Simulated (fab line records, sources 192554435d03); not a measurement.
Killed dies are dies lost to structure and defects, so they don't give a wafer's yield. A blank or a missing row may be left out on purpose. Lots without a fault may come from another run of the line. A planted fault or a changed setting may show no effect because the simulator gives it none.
Split-lot experiment | flow n5_finfet | 7 lots, 21 wafers read, on a route of 1938 steps

THE SPLIT
At N5_BEOL_M4_COAT_68 (time 60 s, resist thk 12 nm), the setting spin_rpm was moved away from the recipe's 1500 rpm on 7 of the 21 wafers read, by -7.7% to +10.8%. The other wafers ran this setting at the recipe's value.

FROM THE SPLIT TO THE READING: what the file shows between them, 7 steps
- N5_BEOL_M4_COAT_76: time 60 s, resist thk 5 nm
- N5_BEOL_M4_COAT_22: resist thk 30 nm
- N5_BEOL_M4_DESCUM_33: chemistry O2, time 7 s
- N5_BEOL_M4_ETCH_77: etches underlayer in N2/H2, target depth 6.5 nm, time 5.2 s
- N5_BEOL_M4_ETCH_69: etches SiARC in CF4, target depth 15.6 nm, time 26 s
- N5_BEOL_M4_ALD_98: deposits SiO2, target thk 2.5 nm, pulse time 1 s, co reactant pulse time 1 s
- N5_BEOL_M4_ETCHBACK_99: etches SiO2 in CHF3, target depth 5 nm, time 10.4 s

THE READING
SiARC_of_BEOL_M4_COAT_68.thk_nm (the simulator's own value, which no gauge read), in nm, at N5_BEOL_M4_ETCH_70 (etches SOC in N2/H2, target depth 80 nm, overetch 24 nm, time 130 s). The file gives no usual value for it. The 14 wafers here that ran the recipe average 5.9 nm, standard deviation 0.12 nm.

wafer  | tool, chamber at the split | spin_rpm as run, rpm | against the recipe | SiARC_of_BEOL_M4_COAT_68.thk_nm, nm | against lot-mates on the recipe
L075.2 | litho_track-01, 0          | 1500                 | recipe             | 6                                   | -
L075.4 | litho_track-01, 0          | 1500                 | recipe             | 6                                   | -
L075.6 | litho_track-01, 0          | 1500                 | recipe             | 5.8                                 | -
L077.2 | litho_track-01, 0          | 1626                 | +8.4%              | 5.4                                 | -0.3
L077.3 | litho_track-01, 0          | 1500                 | recipe             | 5.6                                 | -
L077.6 | litho_track-01, 0          | 1500                 | recipe             | 5.8                                 | -
L085.3 | litho_track-04, 0          | 1662                 | +10.8%             | 5.4                                 | -0.6
L085.4 | litho_track-04, 0          | 1500                 | recipe             | 6                                   | -
L085.6 | litho_track-04, 0          | 1662                 | +10.8%             | 5.2                                 | -0.8
L087.2 | litho_track-01, 0          | 1500                 | recipe             | 5.8                                 | -
L087.3 | litho_track-01, 0          | 1384                 | -7.7%              | 6.4                                 | +0.6
L087.6 | litho_track-01, 0          | 1384                 | -7.7%              | 6.2                                 | +0.4
L090.2 | litho_track-05, 0          | 1500                 | recipe             | 6                                   | -
L090.6 | litho_track-05, 0          | 1500                 | recipe             | 6                                   | -
L090.5 | litho_track-05, 0          | 1500                 | recipe             | 5.8                                 | -
L094.2 | litho_track-05, 0          | 1500                 | recipe             | 5.8                                 | -
L094.3 | litho_track-05, 0          | 1633                 | +8.9%              | 5.2                                 | -0.6
L094.6 | litho_track-05, 0          | 1633                 | +8.9%              | 5.4                                 | -0.4
L096.1 | litho_track-01, 0          | 1500                 | recipe             | 6                                   | -
L096.2 | litho_track-01, 0          | 1500                 | recipe             | 6                                   | -
L096.4 | litho_track-01, 0          | 1500                 | recipe             | 5.8                                 | -

THE FIT
A straight line over all 21 wafers: SiARC_of_BEOL_M4_COAT_68.thk_nm changes by -0.0573 nm for each +1% of spin_rpm; r = -0.93; the points scatter about the line by 0.12 nm.
The same after taking each lot's own level away (the mean of its wafers on the recipe; 21 wafers): -0.0596 nm for each +1%; r = -0.95; scatter 0.1 nm.
On that fit, the largest move of spin_rpm shifts the reading by 0.64 nm.
The lots' own levels span 5.70 to 6.00 nm, that is 2.4 times the standard deviation above.
So the lot-to-lot level changes the slope little: the two slopes agree.
Check: with one of the wafers moved furthest among these (+10.8%) left out of the fit, the line predicts -0.641 nm for it against its lot-mates. It came out at -0.6 nm against them.

OTHER SPLITS ON THESE WAFERS
These wafers also went through other splits before the reading. Each is held against what the fit with the lots' levels taken away leaves over:
other split on the same wafers | wafers away from the commonest value | r with SiARC_of_BEOL_M4_COAT_68.thk_nm (lot level and that fit taken away)
N5_BEOL_M4_DESCUM_16 time_s    | 5                                    | -0.30

THE WHOLE CHAIN: every reading that the file lists as answering this split, in the file's order
step                   | what it does                                                        | reading                                                                            | change (the file's fit)                | r (the file's)
N5_BEOL_M4_COAT_68     | time 60 s, resist thk 12 nm                                         | SiARC_of_BEOL_M4_COAT_68.thk_nm (the simulator's own value, which no gauge read)   | -0.0608 nm for each +1% of the setting | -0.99
N5_BEOL_M4_ETCH_69     | etches SiARC in CF4, target depth 15.6 nm, time 26 s                | etch_rf_on_time_s                                                                  | withheld for each +1% of the setting   | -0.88
N5_BEOL_M4_ETCH_69     | etches SiARC in CF4, target depth 15.6 nm, time 26 s                | etch.depth_nm (the simulator's own value, which no gauge read)                     | -0.058 nm for each +1% of the setting  | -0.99
N5_BEOL_M4_ETCH_69     | etches SiARC in CF4, target depth 15.6 nm, time 26 s                | CAR-EUV_of_BEOL_M4_COAT_22.thk_nm (the simulator's own value, which no gauge read) | +0.0414 nm for each +1% of the setting | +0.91
N5_BEOL_M4_ETCHBACK_99 | etches SiO2 in CHF3, target depth 5 nm, time 10.4 s                 | CAR-EUV_of_BEOL_M4_COAT_22.thk_nm (the simulator's own value, which no gauge read) | +0.0454 nm for each +1% of the setting | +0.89
N5_BEOL_M4_ETCH_70     | etches SOC in N2/H2, target depth 80 nm, overetch 24 nm, time 130 s | SiARC_of_BEOL_M4_COAT_68.thk_nm (the simulator's own value, which no gauge read)   | -0.0564 nm for each +1% of the setting | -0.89

THE FILE'S OWN FIT
SiARC_of_BEOL_M4_COAT_68.thk_nm changes by -0.0564 nm for each +1% of spin_rpm, r = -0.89.
